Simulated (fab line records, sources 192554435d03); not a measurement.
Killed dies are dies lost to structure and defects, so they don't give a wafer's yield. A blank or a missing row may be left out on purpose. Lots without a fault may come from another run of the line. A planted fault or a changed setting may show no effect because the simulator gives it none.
fab line records | flow n5_finfet
record lots=4 wafers=12 last_day=16
route steps=1938 shown BEOL_M6@1206 PASSIVATION@1936
lots that met no fault: from a run of the same line without faults
start_h: hours from the record's first day to the start of the lot's first wafer shown | wait_h: hours since the lot's step before | " the same as in the row above | L1.1+2: a row that stands for several wafers | - no value, or no start given | * or withheld: withheld | < > ~ a bound
route shown NAME@n: a module of which the file shows steps, and the number in the route of the first | usual: mean/standard deviation of fault-free wafers | same: alike in all rows | chamber/n: place in a boat | sites: the reading at each site | _std_site: their standard deviation | _edge_site: outer sites' mean less inner sites' | radius_mm: how far each site lies from the wafer's centre | mask NAME#n: copy n | behind: the tool/chamber that last shaped the wafer | hold: why the lot was held/for how many hours/how that ended | device: the transistor (n, p or np) that didn't switch | end of line: the same wafers' tests at the end of the route | a step without rows: its recipe alone | killed: dies lost to structure and defects at the first sort, not the wafer's yield | map: a wafer's dies, x killed, . not, _ none there
set.NAME: the setting as run; set.NAME@STEP: as run at that earlier step | model.NAME: the simulator's own value behind a step, which no gauge read
lots at some steps of the route; a table a step, a row a wafer
services: from which hour (start_h, from the record's first day; less than 0 if before it) a tool's chamber was out of use, for how many hours, and why
## steps
# step N5_BEOL_M6_DEVELOP_10
# recipe develop_time_s=30 developer=TMAH resist=CAR-ArF rinse_liquid=diw dry=air_spin dev_temp_c=23
# step N5_BEOL_M6_DESCUM_16
# recipe chemistry=O2 time_s=7.9 source_power_w=50 bias_power_w=20 pressure_mtorr=20 rf_frequency_hz=2.712e+07 temp_c=40 resist=CAR-ArF o2_flow_sccm=225
# step N5_BEOL_M6_ETCH_61
# recipe chemistry=CF4 target=SiARC target_depth_a=455 mask_material=CAR-ArF time_s=75.8 ion_energy_ev=80 pressure_mtorr=40 source_w=545 bias_w=36 Ar_flow_sccm=100 cf4_flow_sccm=100 ends=cleared
# step N5_BEOL_M6_ETCH_62
# recipe chemistry=N2/H2 target=SOC target_depth_a=1100 overetch_a=220 mask_material=SiARC temp_c=40 time_s=165 ion_energy_ev=200 pressure_mtorr=30 source_w=840 bias_w=150 n2_flow_sccm=200 h2_flow_sccm=200
# step N5_BEOL_M6_STRIP_68
# recipe chemistry=N2/H2 temp_c=40 n2_flow_sccm=200 h2_flow_sccm=200 rf_frequency_hz=6e+07
# step N5_BEOL_M6_STRIP_67
# recipe chemistry=CF4 resist=SiARC power_w=300 bias_power_w=75 pressure_mtorr=50 cf4_flow_sccm=150 rf_frequency_hz=6e+07
# step N5_BEOL_M6_HM_OPEN_17
# recipe chemistry=Cl2/BCl3 target_depth_a=200 overetch_a=60 target=TiN mask_material=SOC ion_energy_ev=150 pressure_mtorr=10 icp_w=1000 bias_w=126 Cl2_flow_sccm=53.25 bcl3_flow_sccm=21.75 Ar_flow_sccm=25
# step N5_BEOL_M6_STRIP_19
# recipe chemistry=O2 power_w=400 temp_c=40 pressure_mtorr=30 rf_frequency_hz=6e+07 bias_power_w=0 overash_fraction=0.2 o2_flow_sccm=225
# step N5_BEOL_M6_COAT_63
# recipe resist=SOC temp_c=250 time_s=60 spin_rpm=1500 resist_thk_nm=60
# usual dispense_pressure_kPa=46/3.2 spin_speed_rpm=1499.9/0.86
# columns lot.wafer tool chamber start_h wait_h dispense_pressure_kPa spin_speed_rpm model.SOC_of_BEOL_M6_COAT_63.thk_nm
L804.2 litho_track-01 0 184.82 0.0 51 1499.8 59.8
L804.3 " 0 " " 51 1500.7 60
L804.5 " 0 " " 51 1500.2 59.8
L815.1 litho_track-01 0 272.99 1.4 51 1413.4 61.8
L815.3 " 0 " " 51 1411.3 61.8
L815.6 " 0 " " 51 1412.9 61.8
L814.1 litho_track-01 0 283.11 0.0 51 1413.6 62
L814.2 " 0 " " 51 1413.1 61.8
L814.4 " 0 " " 51 1412.6 61.8
L821.4 litho_track-03 0 312.04 3.0 43 1501.1 60
L821.5 " 0 " " 43 1500.9 60.2
L821.6 " 0 " " 43 1500.4 60.2
# step N5_BEOL_M6_COAT_64
# recipe resist=SiARC temp_c=220 time_s=60 spin_rpm=1500 resist_thk_nm=12
# step N5_BEOL_M6_COAT_71
# recipe resist=underlayer temp_c=205 time_s=60 spin_rpm=1500 resist_thk_nm=5
# step N5_BEOL_M6_COAT_22
# recipe resist=CAR-EUV spin_rpm=1500 resist_thk_nm=30
# step N5_BEOL_M6_EBR_24
# recipe solvent=PGMEA ebr_width_mm=1.5
# step N5_BEOL_M6_SOFTBAKE_23
# recipe temp_c=110 time_s=60 resist=CAR-EUV
# step N5_BEOL_M6_EXPOSE_25
# recipe mask_id=V5 na=0.33 source_shape=annular sigma_inner=0.4 sigma_outer=0.8 polarization=unpolarized target_cd_nm=40 dose_mj=45
# step N5_BEOL_M6_PEB_26
# recipe peb_temp_c=100 peb_time_s=60 resist=CAR-EUV
# step N5_BEOL_M6_DEVELOP_27
# recipe develop_time_s=30 developer=TMAH resist=CAR-EUV rinse_liquid=surfactant_rinse dry=air_spin dev_temp_c=23
# step N5_BEOL_M6_DESCUM_33
# recipe chemistry=O2 time_s=7 source_power_w=50 bias_power_w=20 pressure_mtorr=20 rf_frequency_hz=2.712e+07 temp_c=40 resist=CAR-EUV o2_flow_sccm=225
# step N5_BEOL_M6_ETCH_72
# recipe chemistry=N2/H2 target=underlayer target_depth_a=65 mask_material=CAR-EUV time_s=5.2 ion_energy_ev=200 pressure_mtorr=30 source_w=840 bias_w=150 n2_flow_sccm=200 h2_flow_sccm=200 ends=cleared
# step N5_BEOL_M6_ETCH_65
# recipe chemistry=CF4 target=SiARC target_depth_a=156 mask_material=CAR-EUV time_s=26 ion_energy_ev=80 pressure_mtorr=40 source_w=545 bias_w=36 Ar_flow_sccm=100 cf4_flow_sccm=100 ends=cleared
# step N5_BEOL_M6_ETCH_66
# recipe chemistry=N2/H2 target=SOC target_depth_a=800 overetch_a=160 mask_material=SiARC temp_c=40 time_s=120 ion_energy_ev=200 pressure_mtorr=30 source_w=840 bias_w=150 n2_flow_sccm=200 h2_flow_sccm=200
# usual bias_w=150.0/0.46 chamber_pressure_mTorr=30.001/0.028 drypump_motor_current_A=5.8/0.57 n2_flow_sccm=200.0/0.65 oes_product_au=0.58/0.054 rf_vpp_V=523.3/2.5 showerhead_plenum_p_Torr=2.52/0.085 throttle_valve_pct=17.9/0.3
# columns lot.wafer tool chamber start_h wait_h bias_w chamber_pressure_mTorr drypump_motor_current_A n2_flow_sccm oes_product_au rf_hours_counter_h rf_vpp_V showerhead_plenum_p_Torr throttle_valve_pct model.etch.depth_nm
L804.2 rie_diel-02 0 185.79 0.0 150.0 30.012 5.7 200.1 0.60 151 523.9 2.53 17.7 59.75
L804.3 " 3 " " 150.5 29.983 5.7 199.8 0.55 206 523.5 2.50 17.9 60
L804.5 " 3 " " 150.6 30.023 5.7 199.9 0.55 - 523.7 2.50 17.9 59.86
L815.1 rie_diel-06 3 273.47 0.0 150.0 30.025 5.0 200.5 0.55 206 520.9 2.43 17.5 61.76
L815.3 " 2 " " 150.2 30.009 4.9 199.0 0.52 241 525.3 2.61 18.3 61.71
L815.6 " 3 " " 150.4 29.972 5.0 201.1 0.55 - 520.9 2.43 17.5 61.83
L814.1 rie_diel-06 3 283.58 0.0 149.5 30.022 5.0 199.0 0.55 210 518.7 2.43 17.5 61.91
L814.2 " 0 " " 150.7 29.959 5.8 199.2 0.53 249 519.3 2.39 18.2 61.9
L814.4 " 2 " " 149.4 30.025 4.9 200.3 0.52 244 526.0 2.61 18.3 61.81
L821.4 rie_diel-06 3 312.55 0.0 150.5 29.988 5.0 199.7 0.53 - 519.7 2.42 17.6 60.03
L821.5 " 0 " " 149.6 30.011 5.8 200.3 0.72 - 528.6 2.71 17.8 60.15
L821.6 " 1 " " 150.3 30.025 5.5 201.1 0.53 - 519.8 2.40 18.4 60.11
# step N5_BEOL_M6_STRIP_69
# recipe chemistry=N2/H2 temp_c=40 n2_flow_sccm=200 h2_flow_sccm=200 rf_frequency_hz=6e+07
# step N5_BEOL_M6_STRIP_73
# recipe chemistry=N2/H2 temp_c=40 n2_flow_sccm=200 h2_flow_sccm=200 rf_frequency_hz=6e+07
# step N5_BEOL_M6_VIA_ETCH_34
# recipe chemistry=C4F6/O2 target=SiCOH_lowk target_depth_a=1263 mask_material=SOC taper_deg=4 time_s=50.9 ion_energy_ev=250 pressure_mtorr=30 source_w=345 bias_w=185 Ar_flow_sccm=300 C4F6_flow_sccm=10 O2_flow_sccm=10
# usual bias_w=184.9/0.55 chamber_pressure_mTorr=30.000/0.026 drypump_motor_current_A=5.8/0.57 mfc_ar_sccm=300.0/0.88 oes_ar_750_au=0.75/0.071 oes_o_777_au=0.74/0.069 oes_product_au=0.75/0.074 rf_vpp_V=672/12 showerhead_plenum_p_Torr=2.83/0.096 throttle_valve_pct=20.98/0.28
# columns lot.wafer tool chamber start_h wait_h bias_w chamber_pressure_mTorr drypump_motor_current_A mfc_ar_sccm oes_ar_750_au oes_o_777_au oes_product_au rf_hours_counter_h rf_vpp_V showerhead_plenum_p_Torr throttle_valve_pct model.SOC_of_BEOL_M6_COAT_63.thk_nm
L804.2 rie_diel-02 0 185.89 0.0 185.1 29.953 5.7 300.4 0.77 0.78 0.78 151 690 2.85 20.97 53.6
L804.3 " 3 " " 184.1 29.999 5.7 301.1 0.73 0.76 0.71 206 661 2.84 21.18 54
L804.5 " 3 " " 184.6 29.972 5.7 300.5 0.73 0.75 0.70 - 661 2.84 21.19 53.8
L815.1 rie_diel-06 3 273.57 0.0 185.2 29.997 5.0 299.4 0.70 0.71 0.71 206 668 2.72 20.53 55.8
L815.3 " 2 " " 184.4 29.978 4.9 299.4 0.66 0.63 0.66 241 677 2.93 21.45 56
L815.6 " 3 " " 186.0 29.979 5.0 298.8 0.70 0.70 0.71 - 667 2.72 20.53 55.8
L814.1 rie_diel-06 3 283.68 0.0 184.7 30.021 5.0 300.5 0.70 0.70 0.70 210 669 2.72 20.53 55.8
L814.2 " 0 " " 186.0 29.955 5.8 299.1 0.68 0.68 0.67 249 644 2.67 21.12 56
L814.4 " 2 " " 184.8 30.004 4.9 297.7 0.65 0.63 0.65 244 679 2.93 21.45 56
L821.4 rie_diel-06 3 312.63 0.0 184.2 29.986 5.0 300.5 0.69 0.69 0.69 - 669 2.71 20.54 54
L821.5 " 0 " " 184.6 29.982 5.8 299.5 0.94 0.93 0.96 - 657 3.01 20.84 53.8
L821.6 " 1 " " 184.8 30.041 5.5 300.2 0.68 0.67 0.67 - 688 2.70 21.38 54
# step N5_BEOL_M6_STRIP_76
# recipe chemistry=C4F6/O2 resist=SiARC rf_frequency_hz=6e+07
# step N5_PASSIVATION_PROBE_49
# usual defect_limited_yield=91.4/1.5 killed_at_M0_to_M3=33/11 killed_at_M4_up=14/5.3 killed_at_contacts=13/6.2 killed_at_front_end=39/13 killed_at_other=3.1/2.8 killed_dies=102/17 killed_open=68/13 killed_short=32/7.8 sort_bin_5_function=5.1/0.95 sort_bin_6_memory=3.2/0.7 sort_n_pass=1078/18 sort_yield_pct=91.3/1.5
# same gross_dies=1180 killed_at_back_side=0 sort_bin_4_leakage[%]=0 sort_bin_8_speed[%]=0
# columns lot.wafer tool chamber start_h wait_h defect_limited_yield[%] killed_at_M0_to_M3 killed_at_M4_up killed_at_contacts killed_at_front_end killed_at_other killed_dies killed_open killed_short sort_bin_5_function[%] sort_bin_6_memory[%] sort_n_pass sort_yield_pct[%]
L804.2 prober-01 - 274.52 0.1 93.8 20 9 10 33 1 73 47 26 3.8 2.2 1107 93.8
L804.3 prober-01 - 274.57 0.1 92.5 21 16 17 34 0 88 59 29 3.6 3.6 1092 92.5
L804.5 prober-01 - 274.67 0.2 94.7 23 13 5 15 6 62 36 25 3.3 1.5 1118 94.7
L815.1 prober-02 - 359.14 0.0 91.4 16 18 19 46 2 101 69 32 5.0 3.2 1079 91.4
L815.3 prober-02 - 359.24 0.1 90.0 24 17 14 58 5 118 68 46 5.6 3.8 1062 90.0
L815.6 prober-02 - 359.39 0.3 92.1 21 19 16 29 8 93 55 30 4.2 3.0 1087 92.1
L814.1 prober-02 - 372.87 0.0 90.4 30 17 17 44 5 113 86 22 5.4 3.7 1067 90.4
L814.2 prober-02 - 372.92 0.1 91.4 28 10 13 41 9 101 67 34 4.9 3.5 1079 91.4
L814.4 prober-02 - 373.02 0.2 93.6 17 18 13 23 4 75 50 22 3.4 2.5 1105 93.6
L821.4 prober-01 - 394.76 0.2 93.8 17 10 10 33 3 73 48 25 3.6 2.5 1107 93.8
L821.5 prober-01 - 394.81 0.2 89.8 41 14 16 42 7 120 62 53 6.4 3.3 1060 89.8
L821.6 prober-01 - 394.86 0.3 91.4 27 15 12 37 10 101 61 39 4.7 3.4 1079 91.4
# killed by level:class
L804.2 MOL_CONTACT_COAG:geometric_particle:open=8 FIN_SAQP:geometric_particle:short=7 STI_FIN_REVEAL:geometric_particle:open=7 DUMMY_GATE:geometric_particle:open=6 FIN_SAQP:geometric_particle:open=5 BEOL_M3:geometric_particle:open=3 BEOL_M0:geometric_particle:open=3 BEOL_M1:geometric_particle:open=3
L804.3 MOL_CONTACT_COAG:geometric_particle:open=16 DUMMY_GATE:geometric_particle:open=7 BEOL_M0_SAQP:geometric_particle:short=6 BEOL_M3:geometric_particle:open=6 FIN_SAQP:geometric_particle:open=5 DUMMY_GATE:geometric_particle:short=5 GATE_CUT:geometric_particle:short=4 BEOL_M2:geometric_particle:open=4
L804.5 BEOL_M0_SAQP:geometric_particle:short=6 MOL_CONTACT_COAG:geometric_particle:open=4 BEOL_M2:geometric_particle:open=4 BEOL_M5:geometric_particle:open=4 BEOL_M1:geometric_particle:open=4 BEOL_M4:geometric_particle:open=4 FIN_SAQP:geometric_particle:open=3 BEOL_M0_SAQP:geometric_particle:open=3
L815.1 STI_FIN_REVEAL:geometric_particle:open=12 MOL_CONTACT_COAG:geometric_particle:open=11 FIN_SAQP:geometric_particle:open=8 BEOL_M4:geometric_particle:open=8 MOL_CONTACT_COAG:geometric_particle:short=8 FIN_SAQP:geometric_particle:short=4 GATE_CUT:geometric_particle:open=4 BEOL_M1:geometric_particle:open=4
L815.3 FIN_SAQP:geometric_particle:short=20 MOL_CONTACT_COAG:geometric_particle:open=12 STI_FIN_REVEAL:geometric_particle:open=9 FIN_SAQP:geometric_particle:open=7 BEOL_M3:geometric_particle:open=6 BEOL_M2:geometric_particle:open=5 BEOL_M4:geometric_particle:open=5 DUMMY_GATE:geometric_particle:open=4
L815.6 MOL_CONTACT_COAG:geometric_particle:open=11 BEOL_M4:geometric_particle:open=9 HKMG_FIN:area_etch=6 MIM_TOP_ETCH:geometric_particle:short=5 MOL_CONTACT_COAG:geometric_particle:short=5 BEOL_M2:geometric_particle:open=5 BEOL_M0_SAQP:geometric_particle:short=4 BEOL_M3:geometric_particle:open=4
L814.1 MOL_CONTACT_COAG:geometric_particle:open=17 STI_FIN_REVEAL:geometric_particle:open=16 BEOL_M4:geometric_particle:open=12 BEOL_M3:geometric_particle:open=8 BEOL_M0_SAQP:geometric_particle:open=7 BEOL_M0_SAQP:geometric_particle:short=6 BEOL_M2:geometric_particle:open=5 FIN_SAQP:geometric_particle:open=4
L814.2 STI_FIN_REVEAL:geometric_particle:open=14 MOL_CONTACT_COAG:geometric_particle:open=9 BEOL_M0_SAQP:geometric_particle:open=8 BEOL_M1:geometric_particle:open=6 FIN_SAQP:geometric_particle:short=5 BEOL_M0_SAQP:geometric_particle:short=5 STARTING-WAFER:geometric_particle:short=5 MOL_CONTACT_COAG:geometric_particle:short=4
L814.4 MOL_CONTACT_COAG:geometric_particle:open=10 DUMMY_GATE:geometric_particle:open=6 BEOL_M0_SAQP:geometric_particle:short=5 BEOL_M4:geometric_particle:open=5 BEOL_M0_SAQP:geometric_particle:open=4 BEOL_M3:geometric_particle:open=4 STI_FIN_REVEAL:geometric_particle:open=3 STARTING-WAFER:geometric_particle:short=3
L821.4 FIN_SAQP:geometric_particle:open=8 BEOL_M0_SAQP:geometric_particle:open=7 STI_FIN_REVEAL:geometric_particle:open=6 GATE_CUT:geometric_particle:short=5 MOL_CONTACT_COAG:geometric_particle:open=5 MOL_CONTACT_COAG:geometric_particle:short=5 BEOL_M0_SAQP:geometric_particle:short=5 BEOL_M4:geometric_particle:open=4
L821.5 MOL_CONTACT_COAG:geometric_particle:open=11 BEOL_M0_SAQP:geometric_particle:short=11 BEOL_M0_SAQP:geometric_particle:open=9 BEOL_M1:geometric_particle:short=6 FIN_SAQP:geometric_particle:short=5 MOL_CONTACT_COAG:geometric_particle:short=5 BEOL_M3:geometric_particle:open=5 BEOL_M4:geometric_particle:open=5
L821.6 BEOL_M0_SAQP:geometric_particle:open=11 MOL_CONTACT_COAG:geometric_particle:open=9 GATE_CUT:geometric_particle:short=8 ILD0:geometric_particle:open=7 BEOL_M4:geometric_particle:open=7 GATE_CUT:geometric_particle:open=6 BEOL_M0_SAQP:geometric_particle:short=6 FIN_SAQP:geometric_particle:short=5
## services
# columns tool chamber start_h hours kind
litho_track-01 - 170.04 - consumable_replace:filter
rie_diel-02 - 212.23 1.0 repair
rie_diel-06 - 227.77 0.4 repair
rie_diel-06 0 287.51 - clean
rie_diel-06 0 287.51 - consumable_replace:focus_ring
rie_diel-06 0 287.51 - consumable_replace:showerhead
rie_diel-06 0 287.51 16.2 scheduled_down
rie_diel-06 0 287.51 16.2 vent_cycle
rie_diel-02 0 294.09 10.7 repair
rie_diel-06 2 303.85 - clean
rie_diel-06 2 303.85 - consumable_replace:focus_ring
rie_diel-06 2 303.85 30.6 scheduled_down
rie_diel-06 2 303.85 30.6 vent_cycle
rie_diel-06 1 306.01 2.9 repair
## key
first_sign step=N5_BEOL_M6_COAT_63 reading=spin_speed_rpm direction=down sigmas=99+ usual=* struck=*
effect none on later readings
model_effect step=N5_BEOL_M6_COAT_63 value=SOC_of_BEOL_M6_COAT_63.thk_nm without=59.97 struck=61.83
model_effect step=N5_BEOL_M6_ETCH_66 value=etch.depth_nm without=60.01 struck=61.82
model_effect step=N5_BEOL_M6_VIA_ETCH_34 value=SOC_of_BEOL_M6_COAT_63.thk_nm without=54.07 struck=55.9
met_at N5_BEOL_M6_COAT_63
struck_wafers L814.1,L814.2,L814.4,L815.1,L815.3,L815.6
onset_between 184.82 272.99
fault kind=process_parameter_drift tool=litho_track-01 chamber=- onset_h=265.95 steps=N5_BEOL_M6_COAT_63 channel=spin_rpm offset=* shape=step end_h=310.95 acts_in=* stated=*
